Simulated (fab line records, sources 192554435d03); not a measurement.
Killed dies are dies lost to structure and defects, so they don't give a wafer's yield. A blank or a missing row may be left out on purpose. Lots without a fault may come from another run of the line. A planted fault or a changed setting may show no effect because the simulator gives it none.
fab line records | flow n5_finfet
record lots=24 wafers=72 last_day=20
route steps=1938 shown BEOL_M5@1151
lots that met no fault: from a run of the same line without faults
start_h: hours from the record's first day to the start of the lot's first wafer shown | wait_h: hours since the lot's step before | " the same as in the row above | L1.1+2: a row that stands for several wafers | - no value, or no start given | * or withheld: withheld | < > ~ a bound
route shown NAME@n: a module of which the file shows steps, and the number in the route of the first | usual: mean/standard deviation of fault-free wafers | same: alike in all rows | chamber/n: place in a boat | sites: the reading at each site | _std_site: their standard deviation | _edge_site: outer sites' mean less inner sites' | radius_mm: how far each site lies from the wafer's centre | mask NAME#n: copy n | behind: the tool/chamber that last shaped the wafer | hold: why the lot was held/for how many hours/how that ended | device: the transistor (n, p or np) that didn't switch | end of line: the same wafers' tests at the end of the route | a step without rows: its recipe alone | killed: dies lost to structure and defects at the first sort, not the wafer's yield | map: a wafer's dies, x killed, . not, _ none there
set.NAME: the setting as run; set.NAME@STEP: as run at that earlier step | model.NAME: the simulator's own value behind a step, which no gauge read
steps of the route over a sample of lots; a table a step, a row a wafer
services: from which hour (start_h, from the record's first day; less than 0 if before it) a tool's chamber was out of use, for how many hours, and why
## steps
# step N5_BEOL_M5_DESCUM_33
# recipe chemistry=O2 time_s=7 source_power_w=50 bias_power_w=20 pressure_mtorr=20 rf_frequency_hz=2.712e+07 temp_c=40 resist=CAR-EUV o2_flow_sccm=225
# usual chamber_pressure_mTorr=20.001/0.028 drypump_motor_current_A=5.7/0.5 oes_product_au=0.79/0.075 rf_fwd_power_W=49.43/0.22 rf_vpp_V=243.0/1.4 showerhead_plenum_p_Torr=2.09/0.068 throttle_valve_pct=20.33/0.18
# columns lot.wafer tool chamber start_h wait_h chamber_pressure_mTorr drypump_motor_current_A oes_product_au rf_fwd_power_W rf_hours_counter_h rf_vpp_V showerhead_plenum_p_Torr throttle_valve_pct
L074.1 rie_diel-06 3 199.23 0.1 20.032 5.8 0.80 49.40 108 242.5 2.03 20.62
L074.4 " 1 " " 19.990 5.3 0.80 49.58 95 241.2 2.03 20.42
L074.6 " 3 " " 19.979 5.8 0.79 49.53 - 242.1 2.03 20.62
L076.2 rie_diel-05 2 200.94 0.0 19.990 5.3 0.90 49.61 35 244.2 2.04 20.23
L076.3 " 0 " " 20.022 5.0 0.75 49.60 165 245.1 2.18 20.23
L076.5 " 0 " " 19.992 5.0 0.75 49.28 - 244.8 2.18 20.23
L075.1 rie_diel-02 3 211.47 0.0 19.981 4.7 0.82 49.80 71 242.3 2.02 20.09
L075.4 " 1 " " 19.984 6.4 0.87 49.77 41 246.4 2.23 20.39
L075.5 " 1 " " 20.002 6.4 0.86 49.83 - 246.1 2.23 20.40
L079.4 rie_diel-02 2 228.73 0.0 19.993 6.1 0.82 49.32 80 242.7 2.12 20.51
L079.5 " 0 " " 19.994 5.8 0.80 49.27 - 246.1 2.12 20.10
L079.6 " 1 " " 20.000 6.4 0.87 49.63 - 243.7 2.23 20.39
L077.1 rie_diel-05 2 228.92 0.0 20.027 5.3 0.89 49.87 43 241.8 2.04 20.23
L077.4 " 3 " " 19.991 5.8 0.74 49.54 160 245.2 2.19 20.19
L077.5 " 2 " " 20.008 5.3 0.89 49.70 - 242.2 2.04 20.24
L078.1 rie_diel-06 1 235.12 0.3 20.019 5.2 0.80 49.52 105 241.1 2.03 20.44
L078.4 " 0 " " 20.041 6.2 0.69 49.39 - 241.6 2.06 20.27
L078.6 " 3 " " 19.997 5.8 0.78 49.19 - 241.0 2.03 20.64
L081.1 rie_diel-05 0 235.16 0.3 19.988 5.1 0.75 48.74 175 244.8 2.17 20.27
L081.4 " 3 " " 20.007 5.8 0.74 49.41 162 243.5 2.19 20.19
L081.5 " 2 " " 20.012 5.3 0.89 49.56 - 241.2 2.04 20.22
L080.2 rie_diel-06 1 240.89 0.1 20.003 5.2 0.81 49.65 108 241.4 2.03 20.44
L080.3 " 3 " " 19.994 5.8 0.79 49.38 121 242.2 2.02 20.62
L080.6 " 0 " " 19.981 6.2 0.69 49.36 - 242.7 2.06 20.27
L083.1 rie_diel-05 3 251.84 0.0 19.981 5.8 0.73 49.62 167 245.4 2.19 20.21
L083.4 " 0 " " 20.011 5.0 0.75 48.77 180 244.7 2.17 20.27
L083.6 " 3 " " 19.998 5.8 0.74 49.47 - 243.4 2.19 20.21
L082.1 rie_diel-06 3 259.00 0.3 20.007 5.8 0.78 49.31 129 241.0 2.02 20.65
L082.5 " 3 " " 20.016 5.8 0.78 49.36 - 243.0 2.02 20.65
L082.6 " 0 " " 19.994 6.2 0.68 48.86 - 243.1 2.06 20.28
L084.2 rie_diel-06 0 267.65 0.2 20.005 6.2 0.68 49.44 253 241.4 2.06 20.29
L084.3 " 3 " " 19.993 5.8 0.78 49.02 131 240.2 2.02 20.66
L084.5 " 3 " " 19.994 5.8 0.77 49.35 - 240.4 2.02 20.66
L086.1 rie_diel-05 2 274.15 0.4 20.022 5.3 0.87 49.73 55 242.0 2.03 20.26
L086.4 " 3 " " 20.018 5.8 0.73 49.46 172 243.3 2.19 20.20
L086.5 " 0 " " 20.006 5.0 0.74 48.82 - 244.7 2.17 20.27
L085.3 rie_diel-06 1 274.29 0.4 20.017 5.2 0.79 49.50 120 241.1 2.03 20.47
L085.4 " 3 " " 19.993 5.8 0.77 49.31 - 241.9 2.02 20.65
L085.5 " 2 " " 19.997 6.6 1.01 49.44 - 241.2 2.06 20.33
L087.4 rie_diel-05 2 282.41 0.3 20.020 5.3 0.86 49.88 57 241.7 2.03 20.25
L087.5 " 0 " " 20.018 5.0 0.73 48.99 - 243.4 2.17 20.28
L087.6 " 3 " " 19.992 5.8 0.73 49.51 - 243.6 2.19 20.21
L089.3 rie_diel-02 1 282.47 0.3 19.991 6.4 0.84 49.63 61 243.7 2.23 20.44
L089.4 " 2 " " 20.009 6.1 0.78 49.63 96 242.9 2.12 20.57
L089.6 " 3 " " 19.988 4.7 0.79 49.55 - 243.8 2.02 20.10
L088.1 rie_diel-06 1 300.82 0.2 20.003 5.2 0.78 49.43 129 241.7 2.02 20.47
L088.4 " 2 " " 19.967 6.6 0.96 49.61 9 243.4 2.06 20.36
L088.6 " 2 " " 19.995 6.6 0.96 49.14 - 242.5 2.06 20.34
L090.1 rie_diel-02 3 303.90 0.0 19.956 4.8 0.79 49.57 98 243.2 2.01 20.10
L090.5 " 1 " " 19.997 6.4 0.83 49.62 - 246.1 2.22 20.43
L090.6 " 0 " " 20.005 5.8 0.77 49.27 - 243.8 2.11 20.13
L091.2 rie_diel-06 1 304.35 0.3 19.984 5.2 0.77 49.55 130 241.3 2.02 20.47
L091.3 " 2 " " 19.978 6.6 0.96 49.38 10 242.7 2.06 20.35
L091.4 " 0 " " 19.980 6.2 0.97 49.04 5 242.8 2.06 19.89
L092.2 rie_diel-06 2 310.03 0.4 19.985 6.5 0.96 49.42 12 243.2 2.06 20.34
L092.4 " 0 " " 20.016 6.2 0.97 49.32 7 242.5 2.06 19.91
L092.5 " 2 " " 20.020 6.6 0.95 49.31 - 242.8 2.06 20.36
L093.2 rie_diel-02 0 313.69 0.0 20.008 5.8 0.78 49.46 131 244.0 2.11 20.13
L093.3 " 2 " " 19.986 6.1 0.78 49.29 106 245.0 2.11 20.54
L093.4 " 3 " " 19.996 4.8 0.79 49.71 101 241.3 2.01 20.14
L094.2 rie_diel-05 3 322.78 1.0 19.980 5.8 0.72 49.51 187 243.9 2.18 20.22
L094.4 " 2 " " 19.989 5.3 0.86 49.75 69 241.7 2.03 20.26
L094.5 " 0 " " 20.003 5.0 0.73 49.29 - 245.1 2.16 20.28
L095.1 rie_diel-06 1 344.11 0.4 19.988 5.3 0.77 49.54 145 241.5 2.02 20.47
L095.3 " 2 " " 19.985 6.6 0.91 49.54 25 242.3 2.05 20.38
L095.6 " 1 " " 20.020 5.2 0.76 49.40 - 243.3 2.02 20.49
L096.2 rie_diel-05 2 350.41 0.0 19.970 5.3 0.84 49.61 77 242.3 2.03 20.27
L096.4 " 3 " " 19.977 5.8 0.71 49.28 195 244.5 2.18 20.24
L096.6 " 3 " " 19.979 5.8 0.72 49.44 - 244.6 2.18 20.25
L097.1 rie_diel-05 2 356.02 0.1 19.984 5.3 0.84 49.79 79 242.7 2.03 20.27
L097.2 " 0 " " 20.028 5.0 0.72 49.01 206 242.7 2.16 20.32
L097.5 " 3 " " 20.000 5.8 0.72 49.46 - 244.6 2.18 20.25
# step N5_BEOL_M5_STRIP_36
# recipe chemistry=N2/H2 power_w=450 temp_c=40 pressure_mtorr=20 rf_frequency_hz=6e+07 overash_fraction=0.3 bias_power_w=7 h2_frac=0.5 n2_flow_sccm=200 h2_flow_sccm=200
# usual chamber_pressure_mTorr=20.00/0.034 drypump_motor_current_A=5.7/0.51 oes_product_au=0.79/0.074 rf_vpp_V=59.2/1.5 showerhead_plenum_p_Torr=2.53/0.081 throttle_valve_pct=23.47/0.23
# columns lot.wafer tool chamber start_h wait_h chamber_pressure_mTorr drypump_motor_current_A oes_product_au rf_hours_counter_h rf_vpp_V showerhead_plenum_p_Torr throttle_valve_pct
L074.1 rie_diel-06 3 199.46 0.0 19.97 5.8 0.79 108 57.8 2.45 23.74
L074.4 " 1 " " 20.03 5.2 0.80 95 58.2 2.46 23.53
L074.6 " 3 " " 19.96 5.8 0.80 - 57.1 2.45 23.72
L076.2 rie_diel-05 2 201.16 0.0 19.93 5.3 0.90 35 60.6 2.48 23.58
L076.3 " 0 " " 20.02 5.0 0.75 165 60.1 2.65 23.30
L076.5 " 0 " " 19.98 5.0 0.75 - 60.2 2.65 23.30
L075.1 rie_diel-02 3 211.69 0.0 20.02 4.7 0.84 71 58.1 2.47 23.32
L075.4 " 1 " " 20.03 6.4 0.87 42 58.2 2.69 23.73
L075.5 " 1 " " 20.02 6.4 0.86 - 58.4 2.70 23.74
L079.4 rie_diel-02 2 228.96 0.0 20.03 6.1 0.82 80 58.4 2.57 23.66
L079.5 " 0 " " 19.98 5.8 0.80 - 56.0 2.55 23.06
L079.6 " 1 " " 19.99 6.4 0.86 - 60.9 2.69 23.74
L077.1 rie_diel-05 2 229.14 0.0 19.95 5.3 0.90 43 58.0 2.48 23.58
L077.4 " 3 " " 20.01 5.8 0.74 160 60.1 2.65 23.22
L077.5 " 2 " " 19.96 5.3 0.89 - 61.3 2.48 23.57
L078.1 rie_diel-06 1 235.35 0.0 19.97 5.2 0.81 105 60.6 2.45 23.51
L078.4 " 0 " " 20.01 6.2 0.69 - 58.4 2.51 23.61
L078.6 " 3 " " 20.04 5.8 0.77 - 60.7 2.45 23.77
L081.1 rie_diel-05 0 235.39 0.0 20.01 5.0 0.76 176 57.8 2.64 23.33
L081.4 " 3 " " 20.02 5.8 0.75 162 59.8 2.65 23.23
L081.5 " 2 " " 20.01 5.3 0.89 - 58.8 2.48 23.57
L080.2 rie_diel-06 1 241.12 0.0 19.96 5.2 0.80 108 58.9 2.45 23.51
L080.3 " 3 " " 20.02 5.9 0.79 121 56.6 2.45 23.73
L080.6 " 0 " " 20.01 6.2 0.68 - 57.9 2.51 23.64
L083.1 rie_diel-05 3 252.07 0.0 20.00 5.8 0.74 167 58.9 2.64 23.27
L083.4 " 0 " " 19.99 5.0 0.76 180 60.3 2.64 23.34
L083.6 " 3 " " 20.01 5.8 0.73 - 61.3 2.64 23.26
L082.1 rie_diel-06 3 259.23 0.0 20.03 5.8 0.78 129 60.0 2.44 23.78
L082.5 " 3 " " 19.98 5.8 0.79 - 60.2 2.44 23.75
L082.6 " 0 " " 19.94 6.2 0.68 - 60.0 2.51 23.66
L084.2 rie_diel-06 0 267.88 0.0 19.99 6.2 0.67 253 59.3 2.51 23.65
L084.3 " 3 " " 20.04 5.8 0.77 131 60.9 2.44 23.78
L084.5 " 3 " " 19.98 5.8 0.75 - 55.6 2.44 23.81
L086.1 rie_diel-05 2 274.38 0.0 20.00 5.3 0.88 55 60.2 2.48 23.57
L086.4 " 3 " " 19.99 5.8 0.73 172 62.2 2.64 23.26
L086.5 " 0 " " 20.05 5.1 0.74 - 60.7 2.64 23.32
L085.3 rie_diel-06 1 274.52 0.0 19.99 5.2 0.78 120 59.9 2.45 23.59
L085.4 " 3 " " 20.00 5.9 0.77 - 58.6 2.44 23.79
L085.5 " 2 " " 19.97 6.6 1.01 - 58.7 2.49 23.52
L087.4 rie_diel-05 2 282.64 0.0 19.99 5.3 0.86 57 59.1 2.48 23.58
L087.5 " 0 " " 19.94 5.0 0.73 - 59.3 2.64 23.33
L087.6 " 3 " " 19.95 5.8 0.73 - 59.7 2.64 23.23
L089.3 rie_diel-02 1 282.69 0.0 19.97 6.4 0.83 62 59.2 2.69 23.78
L089.4 " 2 " " 19.98 6.1 0.79 96 59.1 2.56 23.66
L089.6 " 3 " " 20.00 4.7 0.80 - 62.0 2.46 23.33
L088.1 rie_diel-06 1 301.05 0.0 19.99 5.2 0.76 129 59.5 2.44 23.55
L088.4 " 2 " " 20.03 6.6 0.94 9 61.0 2.49 23.52
L088.6 " 2 " " 19.96 6.6 0.96 - 59.0 2.49 23.54
L090.1 rie_diel-02 3 304.12 0.0 20.09 4.7 0.79 98 58.9 2.46 23.35
L090.5 " 1 " " 19.94 6.4 0.84 - 59.6 2.68 23.78
L090.6 " 0 " " 20.03 5.8 0.78 - 58.3 2.54 23.08
L091.2 rie_diel-06 1 304.58 0.0 19.99 5.3 0.76 130 59.9 2.44 23.57
L091.3 " 2 " " 20.01 6.6 0.97 10 60.1 2.49 23.52
L091.4 " 0 " " 19.98 6.2 0.96 5 60.2 2.50 23.31
L092.2 rie_diel-06 2 310.25 0.0 19.96 6.6 0.93 12 57.1 2.49 23.50
L092.4 " 0 " " 20.02 6.2 0.96 7 60.0 2.50 23.33
L092.5 " 2 " " 19.98 6.6 0.94 - 59.5 2.48 23.52
L093.2 rie_diel-02 0 313.91 0.0 20.06 5.8 0.78 131 59.1 2.54 23.10
L093.3 " 2 " " 19.97 6.1 0.78 106 58.4 2.56 23.67
L093.4 " 3 " " 19.97 4.7 0.79 102 59.0 2.45 23.33
L094.2 rie_diel-05 3 323.01 0.0 20.04 5.8 0.73 187 59.5 2.63 23.27
L094.4 " 2 " " 20.00 5.3 0.86 69 61.7 2.47 23.59
L094.5 " 0 " " 20.03 5.0 0.74 - 60.1 2.63 23.37
L095.1 rie_diel-06 1 344.33 0.0 19.97 5.2 0.77 145 55.7 2.44 23.57
L095.3 " 2 " " 20.03 6.6 0.93 25 58.5 2.48 23.57
L095.6 " 1 " " 20.00 5.2 0.75 - 61.4 2.44 23.55
L096.2 rie_diel-05 2 350.64 0.0 19.97 5.3 0.85 77 57.0 2.47 23.62
L096.4 " 3 " " 20.06 5.8 0.72 195 61.0 2.63 23.27
L096.6 " 3 " " 20.04 5.8 0.72 - 59.8 2.63 23.27
L097.1 rie_diel-05 2 356.24 0.0 19.98 5.3 0.83 79 60.2 2.47 23.62
L097.2 " 0 " " 19.98 5.0 0.72 206 59.8 2.63 23.38
L097.5 " 3 " " 19.95 5.8 0.70 - 57.5 2.63 23.30
# step N5_BEOL_M5_SURFACE_TREAT_87
# recipe gas=Ar time_s=* ion_energy_ev=* ion_current_ma_cm2=0.5 pressure_mtorr=* ar_flow_sccm=30
# usual throttle_valve_pct=*
# columns lot.wafer tool chamber start_h wait_h throttle_valve_pct
L074.1 pvd_sputter-02 - 201.00 0.2 *
L074.4 " - " " *
L074.6 " - " " *
L076.2 pvd_sputter-03 - 202.42 0.1 *
L076.3 " - " " *
L076.5 " - " " *
L075.1 pvd_sputter-03 - 212.82 0.1 *
L075.4 " - " " *
L075.5 " - " " *
L079.4 pvd_sputter-02 - 230.37 0.2 *
L079.5 " - " " *
L079.6 " - " " *
L077.1 pvd_sputter-03 - 230.82 0.1 *
L077.4 " - " " *
L077.5 " - " " *
L078.1 pvd_sputter-02 - 236.49 0.2 *
L078.4 " - " " *
L078.6 " - " " *
L081.1 pvd_sputter-01 - 236.60 0.1 *
L081.4 " - " " *
L081.5 " - " " *
L080.2 pvd_sputter-01 - 242.45 0.2 *
L080.3 " - " " *
L080.6 " - " " *
L083.1 pvd_sputter-03 - 254.76 0.2 *
L083.4 " - " " *
L083.6 " - " " *
L082.1 pvd_sputter-03 - 260.86 0.3 *
L082.5 " - " " *
L082.6 " - " " *
L084.2 pvd_sputter-01 - 269.28 0.4 *
L084.3 " - " " *
L084.5 " - " " *
L085.3 pvd_sputter-01 - 275.78 0.4 *
L085.4 " - " " *
L085.5 " - " " *
L086.1 pvd_sputter-02 - 275.94 0.4 *
L086.4 " - " " *
L086.5 " - " " *
L087.4 pvd_sputter-02 - 284.11 0.4 *
L087.5 " - " " *
L087.6 " - " " *
L089.3 pvd_sputter-03 - 284.13 0.4 *
L089.4 " - " " *
L089.6 " - " " *
L088.1 pvd_sputter-02 - 303.11 0.9 *
L088.4 " - " " *
L088.6 " - " " *
L090.1 pvd_sputter-03 - 306.09 0.4 *
L090.5 " - " " *
L090.6 " - " " *
L091.2 pvd_sputter-03 - 306.13 0.3 *
L091.3 " - " " *
L091.4 " - " " *
L092.2 pvd_sputter-03 - 311.68 0.4 *
L092.4 " - " " *
L092.5 " - " " *
L093.2 pvd_sputter-02 - 315.58 0.1 *
L093.3 " - " " *
L093.4 " - " " *
L094.2 pvd_sputter-02 - 325.76 0.2 *
L094.4 " - " " *
L094.5 " - " " *
L095.1 pvd_sputter-03 - 346.14 0.8 *
L095.3 " - " " *
L095.6 " - " " *
L096.2 pvd_sputter-03 - 352.15 0.2 *
L096.4 " - " " *
L096.6 " - " " *
L097.1 pvd_sputter-03 - 357.35 0.1 *
L097.2 " - " " *
L097.5 " - " " *
# step N5_BEOL_M5_SPUTTER_81
# recipe material=Cu target_thk_a=150 temp_c=-20 chamber_pressure_pa=0.07 power_w=withheld time_s=27.62
# usual throttle_valve_pct=30.4/0.61
# columns lot.wafer tool chamber start_h wait_h throttle_valve_pct
L074.1 pvd_sputter-01 - 202.42 0.5 30.3
L074.4 " - " " 31.0
L074.6 " - " " 30.8
L076.2 pvd_sputter-02 - 205.16 0.5 29.8
L076.3 " - " " 30.9
L076.5 " - " " 30.3
L075.1 pvd_sputter-03 - 214.19 0.5 30.8
L075.4 " - " " 30.0
L075.5 " - " " 29.5
L079.4 pvd_sputter-01 - 231.74 0.5 30.8
L079.5 " - " " 30.2
L079.6 " - " " 31.6
L077.1 pvd_sputter-03 - 232.39 0.5 30.8
L077.4 " - " " 30.4
L077.5 " - " " 29.8
L078.1 pvd_sputter-03 - 237.97 0.5 29.7
L078.4 " - " " 30.3
L078.6 " - " " 30.8
L081.1 pvd_sputter-01 - 238.21 0.5 30.6
L081.4 " - " " 31.3
L081.5 " - " " 31.7
L080.2 pvd_sputter-02 - 244.02 0.5 30.2
L080.3 " - " " 29.9
L080.6 " - " " 30.9
L083.1 pvd_sputter-03 - 256.22 0.5 30.1
L083.4 " - " " 30.2
L083.6 " - " " 30.3
L082.1 pvd_sputter-03 - 263.95 0.5 29.5
L082.5 " - " " 30.6
L082.6 " - " " 29.7
L084.2 pvd_sputter-03 - 271.04 0.5 30.2
L084.3 " - " " 30.2
L084.5 " - " " 30.8
L085.3 pvd_sputter-01 - 279.11 0.5 30.7
L085.4 " - " " 31.5
L085.5 " - " " 31.6
L086.1 pvd_sputter-02 - 279.56 0.5 29.8
L086.4 " - " " 30.8
L086.5 " - " " 29.9
L087.4 pvd_sputter-03 - 286.74 0.5 30.7
L087.5 " - " " 30.1
L087.6 " - " " 30.2
L089.3 pvd_sputter-02 - 286.95 0.5 29.8
L089.4 " - " " 30.1
L089.6 " - " " 30.2
L088.1 pvd_sputter-02 - 304.48 0.5 31.2
L088.4 " - " " 29.6
L088.6 " - " " 31.0
L090.1 pvd_sputter-03 - 307.46 0.5 29.6
L090.5 " - " " 29.5
L090.6 " - " " 30.7
L091.2 pvd_sputter-01 - 307.64 0.5 31.5
L091.3 " - " " 31.3
L091.4 " - " " 30.1
L092.2 pvd_sputter-03 - 314.64 0.5 29.4
L092.4 " - " " 29.8
L092.5 " - " " 30.9
L093.2 pvd_sputter-01 - 317.09 0.5 31.4
L093.3 " - " " 30.9
L093.4 " - " " 31.7
L094.2 pvd_sputter-03 - 327.19 0.5 30.2
L094.4 " - " " 31.0
L094.5 " - " " 30.1
L095.1 pvd_sputter-03 - 347.71 0.5 30.6
L095.3 " - " " 30.3
L095.6 " - " " 30.6
L096.2 pvd_sputter-02 - 353.60 0.5 29.8
L096.4 " - " " 30.9
L096.6 " - " " 29.8
L097.1 pvd_sputter-02 - 358.67 0.5 30.2
L097.2 " - " " 30.1
L097.5 " - " " 29.7
# step N5_BEOL_M5_DEP_56
# recipe material=SiCN target_thk_a=80 temp_c=withheld precursor=3MS/NH3 pressure_torr=3 rf_w=202 time_s=14
# usual rf_fwd_power_W=199.3/1.3 showerhead_plenum_p_Torr=3.664/0.01 throttle_valve_pct=9.00/0.28
# columns lot.wafer tool chamber start_h wait_h rf_fwd_power_W showerhead_plenum_p_Torr throttle_valve_pct
L074.1 pecvd-04 0 206.67 0.0 199.0 3.674 9.02
L074.4 " 0 " " 200.0 3.670 9.70
L074.6 " 2 " " 200.8 3.651 9.39
L076.2 pecvd-02 2 217.38 0.0 197.8 3.639 9.10
L076.3 " 2 " " 197.7 3.658 9.10
L076.5 " 2 " " 198.7 3.666 8.97
L075.1 pecvd-02 1 218.44 0.0 199.7 3.662 8.75
L075.4 " 1 " " 200.5 3.661 8.71
L075.5 " 0 " " 199.7 3.673 8.99
L079.4 pecvd-02 2 236.00 0.0 197.9 3.669 8.99
L079.5 " 0 " " 198.8 3.668 8.89
L079.6 " 1 " " 200.3 3.663 8.69
L077.1 pecvd-02 1 236.80 0.0 198.7 3.663 8.76
L077.4 " 2 " " 196.6 3.659 9.08
L077.5 " 0 " " 198.6 3.671 8.70
L078.1 pecvd-04 1 242.22 0.0 199.8 3.668 8.76
L078.4 " 0 " " 201.3 3.669 9.11
L078.6 " 1 " " 199.7 3.665 8.50
L081.1 pecvd-04 1 243.09 0.0 198.9 3.662 8.29
L081.4 " 2 " " 198.9 3.656 9.50
L081.5 " 1 " " 198.6 3.669 8.59
L080.2 pecvd-02 1 248.33 0.0 200.3 3.658 8.92
L080.3 " 2 " " 196.8 3.656 8.90
L080.6 " 1 " " 201.8 3.661 8.76
L083.1 pecvd-04 2 261.15 0.0 200.4 3.660 9.54
L083.4 " 2 " " 200.1 3.655 9.46
L083.6 " 1 " " 200.5 3.671 8.66
L082.1 pecvd-02 0 271.14 0.0 199.4 3.681 8.61
L082.5 " 1 " " 200.0 3.662 8.95
L082.6 " 2 " " 198.3 3.660 8.98
L084.2 pecvd-02 1 277.55 0.0 199.9 3.666 8.62
L084.3 " 2 " " 197.6 3.664 9.02
L084.5 " 0 " " 199.6 3.678 8.82
L085.3 pecvd-02 0 286.05 0.0 198.5 3.679 8.99
L085.4 " 0 " " 200.0 3.670 8.98
L085.5 " 2 " " 196.0 3.656 9.12
L086.1 pecvd-03 0 286.17 0.0 200.9 3.655 9.44
L086.4 " 0 " " 201.5 3.657 9.26
L086.5 " 1 " " 199.7 3.658 8.83
L087.4 pecvd-03 2 291.96 0.0 198.9 3.646 9.02
L087.5 " 0 " " 200.6 3.663 9.39
L087.6 " 1 " " 199.5 3.659 8.72
L089.3 pecvd-02 2 292.45 0.0 197.4 3.658 9.16
L089.4 " 1 " " 200.7 3.657 9.00
L089.6 " 2 " " 198.0 3.656 8.95
L088.1 pecvd-02 1 308.73 0.0 200.1 3.661 9.08
L088.4 " 1 " " 200.5 3.653 8.86
L088.6 " 0 " " 199.2 3.673 9.02
L090.1 pecvd-02 0 311.74 0.0 199.6 3.678 9.22
L090.5 " 0 " " 199.2 3.675 8.76
L090.6 " 2 " " 198.5 3.647 9.25
L091.2 pecvd-04 1 312.21 0.0 199.9 3.671 8.71
L091.3 " 0 " " 199.5 3.666 9.26
L091.4 " 0 " " 200.0 3.679 9.16
L092.2 pecvd-04 0 318.89 0.0 200.2 3.670 9.20
L092.4 " 1 " " 199.9 3.665 8.80
L092.5 " 2 " " 199.4 3.656 9.29
L093.2 pecvd-02 1 321.34 0.0 200.7 3.658 8.99
L093.3 " 2 " " 197.8 3.664 9.54
L093.4 " 1 " " 200.6 3.662 8.76
L094.2 pecvd-03 0 331.44 0.0 200.1 3.661 9.63
L094.4 " 0 " " 200.0 3.665 9.61
L094.5 " 1 " " 199.9 3.645 8.85
L095.1 pecvd-02 1 352.82 0.0 199.8 3.661 8.62
L095.3 " 0 " " 199.6 3.691 8.61
L095.6 " 1 " " 199.9 3.656 8.78
L096.2 pecvd-02 1 357.85 0.0 200.3 3.654 8.78
L096.4 " 0 " " 200.2 3.674 8.80
L096.6 " 2 " " 196.8 3.658 9.10
L097.1 pecvd-02 2 362.92 0.0 197.0 3.658 9.16
L097.2 " 0 " " 199.0 3.679 8.84
L097.5 " 0 " " 198.9 3.683 8.75
# step N5_BEOL_M5_RS_MEAS_57
# recipe thk_meas_gauge=four-point-probe reads=Co_of_BEOL_M5_CO_CAP_78+Cu_of_BEOL_M5_ECD_50+Co_of_BEOL_M5_CVD_47+TaN_of_BEOL_M5_ALD_86
# usual M5_RS=0.392/0.012
# columns lot.wafer tool chamber start_h wait_h M5_RS[ohm/sq]
L074.1 film_metro-01 - 206.74 0.0 0.386
L074.4 " - " " 0.388
L074.6 " - " " 0.373
L076.2 film_metro-02 - 217.46 0.1 0.394
L076.3 " - " " 0.406
L076.5 " - " " 0.391
L075.1 film_metro-02 - 218.51 0.0 0.371
L075.4 " - " " 0.377
L075.5 " - " " 0.369
L079.4 film_metro-01 - 236.06 0.0 0.385
L079.5 " - " " 0.391
L079.6 " - " " 0.395
L077.1 film_metro-02 - 236.86 0.0 0.421
L077.4 " - " " 0.423
L077.5 " - " " 0.401
L078.1 film_metro-02 - 242.29 0.0 0.396
L078.4 " - " " 0.401
L078.6 " - " " 0.393
L081.1 film_metro-02 - 243.16 0.0 0.401
L081.4 " - " " 0.400
L081.5 " - " " 0.393
L080.2 film_metro-02 - 248.40 0.1 0.371
L080.3 " - " " 0.392
L080.6 " - " " 0.396
L083.1 film_metro-02 - 261.23 0.1 0.392
L083.4 " - " " 0.400
L083.6 " - " " 0.406
L082.1 film_metro-01 - 271.21 0.0 0.395
L082.5 " - " " 0.391
L082.6 " - " " 0.391
L084.2 film_metro-02 - 277.62 0.1 0.394
L084.3 " - " " 0.379
L084.5 " - " " 0.395
L085.3 film_metro-01 - 286.11 0.1 0.404
L085.4 " - " " 0.405
L085.5 " - " " 0.409
L086.1 film_metro-01 - 286.25 0.1 0.388
L086.4 " - " " 0.388
L086.5 " - " " 0.399
L087.4 film_metro-01 - 292.03 0.1 0.396
L087.5 " - " " 0.398
L087.6 " - " " 0.404
L089.3 film_metro-01 - 292.51 0.1 0.382
L089.4 " - " " 0.372
L089.6 " - " " 0.377
L088.1 film_metro-02 - 308.79 0.0 0.383
L088.4 " - " " 0.372
L088.6 " - " " 0.374
L090.1 film_metro-02 - 311.83 0.1 0.372
L090.5 " - " " 0.378
L090.6 " - " " 0.378
L091.2 film_metro-01 - 312.27 0.1 0.389
L091.3 " - " " 0.389
L091.4 " - " " 0.379
L092.2 film_metro-02 - 318.96 0.1 0.387
L092.4 " - " " 0.377
L092.5 " - " " 0.386
L093.2 film_metro-01 - 321.40 0.1 0.392
L093.3 " - " " 0.379
L093.4 " - " " 0.388
L094.2 film_metro-01 - 331.51 0.1 0.404
L094.4 " - " " 0.400
L094.5 " - " " 0.394
L095.1 film_metro-02 - 352.89 0.0 0.397
L095.3 " - " " 0.385
L095.6 " - " " 0.389
L096.2 film_metro-02 - 357.92 0.1 0.390
L096.4 " - " " 0.404
L096.6 " - " " 0.409
L097.1 film_metro-01 - 362.99 0.0 0.402
L097.2 " - " " 0.417
L097.5 " - " " 0.418
## services
# columns tool chamber start_h hours kind
pecvd-02 - 190.02 14.6 pm
rie_diel-02 0 191.16 13.6 repair
pecvd-04 0 200.85 2.1 scheduled_down
pecvd-03 2 212.06 18.9 repair
pecvd-02 0 215.90 2.2 repair
rie_diel-06 2 235.12 - clean
rie_diel-06 2 235.12 - consumable_replace:focus_ring
rie_diel-06 2 235.12 34.8 scheduled_down
rie_diel-06 2 235.12 34.8 vent_cycle
rie_diel-05 1 268.62 5.2 repair
rie_diel-06 0 269.92 - clean
rie_diel-06 0 269.92 - consumable_replace:focus_ring
rie_diel-06 0 269.92 19.5 scheduled_down
rie_diel-06 0 269.92 19.5 vent_cycle
pecvd-03 - 270.21 0.6 repair
pecvd-04 0 282.82 14.2 repair
pvd_sputter-02 - 295.39 5.2 repair
rie_diel-05 0 295.90 7.5 repair
pecvd-03 0 296.00 7.2 repair
rie_diel-02 - 306.21 0.9 repair
rie_diel-05 - 311.94 4.3 pm
rie_diel-06 0 313.92 13.7 repair
pecvd-03 2 318.15 4.3 repair
rie_diel-05 - 332.69 0.7 repair
## key
fault none
